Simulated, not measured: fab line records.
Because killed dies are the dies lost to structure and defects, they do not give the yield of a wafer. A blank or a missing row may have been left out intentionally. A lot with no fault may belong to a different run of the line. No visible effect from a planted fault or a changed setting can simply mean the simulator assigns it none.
Matching of chambers    flow n5Finfet    3 sister chambers for N5_SDB_HM_DEP_00 on pecvd-02
The step deposits SiNx from SiH4/NH3/N2, target thk 40 nm, time 35.3 s. 3 wafers are shown with their chamber, then 12 later ones without.

WAFERS WITH THEIR CHAMBER
wafer   chamber  throttleValvePct (%)
L086.5  1        42.8
L088.1  0        41.4
L088.4  2        39.1

WAFERS WITHOUT THEIR CHAMBER
wafer   throttleValvePct (%)
L091.4  41.7
L091.5  42.7
L091.6  39.1
L093.1  42.4
L093.4  39.6
L093.5  42.9
L095.1  39.4
L095.3  42.6
L095.6  39.4
L096.1  41.9
L096.5  41.6
L096.6  39.6

THE CHAMBER EACH PASSED THROUGH
wafer   from the rows above      in truth
L091.4  0                        0
L091.5  1                        1
L091.6  2                        2
L093.1  can't be placed: 1 or 0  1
L093.4  2                        2
L093.5  1                        1
L095.1  2                        2
L095.3  1                        1
L095.6  2                        2
L096.1  can't be placed: 0 or 1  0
L096.5  0                        0
L096.6  2                        2
Correctly placed: 10 of 12. From these rows, 2 cannot be placed; in 2 the true chamber is one of the candidates. Number placed wrongly: 0.
How it was worked out, from the rows above alone: a wafer's distance from a chamber is the root of the sum, over the readings, of the square of ((its reading less the chamber's mean) divided by the reading's scatter). If the next closest chamber is less than 2 further off than the closest, the wafer can't be placed; otherwise it belongs to the closest. For every chamber, the mean is computed from those of its wafers that are shown. The scatter: with one shown wafer a chamber, the root of the mean of the squares of how far each hidden wafer lies from its nearest shown one.
